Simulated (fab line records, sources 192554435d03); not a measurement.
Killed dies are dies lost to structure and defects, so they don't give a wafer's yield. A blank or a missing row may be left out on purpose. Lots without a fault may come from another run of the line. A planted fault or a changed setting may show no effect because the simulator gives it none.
Chamber matching | flow n5_finfet | N5_BEOL_M15_ETCH_61 on rie_diel-01: 4 sister chambers
The step etches BARC in N2/H2, target depth 89 nm, overetch 26.7 nm, time 67.9 s. 8 wafers are shown with their chamber, then 8 later ones without.

WAFERS WITH THEIR CHAMBER
wafer  | chamber | throttle_valve_pct (%) | showerhead_plenum_p_Torr (Torr)
L074.3 | 0       | 17.40                  | 2.47
L079.3 | 1       | 17.65                  | 2.41
L079.6 | 0       | 17.40                  | 2.47
L081.4 | 1       | 17.67                  | 2.40
L082.2 | 2       | 18.20                  | 2.54
L082.4 | 3       | 17.78                  | 2.42
L082.5 | 2       | 18.20                  | 2.54
L090.2 | 3       | 17.82                  | 2.41

WAFERS WITHOUT THEIR CHAMBER
wafer  | throttle_valve_pct (%) | showerhead_plenum_p_Torr (Torr)
L090.4 | 18.24                  | 2.53
L090.5 | 17.83                  | 2.41
L091.1 | 17.82                  | 2.41
L091.4 | 17.47                  | 2.46
L091.6 | 17.45                  | 2.45
L094.1 | 17.48                  | 2.45
L094.2 | 17.84                  | 2.41
L094.5 | 17.83                  | 2.41

WHICH CHAMBER EACH WENT THROUGH
wafer  | from the rows above | in truth
L090.4 | 2                   | 2
L090.5 | 3                   | 3
L091.1 | 3                   | 3
L091.4 | 0                   | 0
L091.6 | 0                   | 0
L094.1 | 0                   | 0
L094.2 | 3                   | 3
L094.5 | 3                   | 3
Placed correctly: 8 of 8. Can't be placed from these rows: 0. Placed wrongly: 0.
How it was worked out, from the rows above alone: a wafer's distance from a chamber is the root of the sum, over the readings, of the square of ((its reading less the chamber's mean) divided by the reading's scatter). The wafer belongs to the nearest chamber; if the next one is less than 2 further off, it can't be placed. A chamber's mean is the mean of its shown wafers. The scatter: the root of (the sum of the squares of (reading less its chamber's mean) over the shown wafers, divided by (wafers less chambers)).
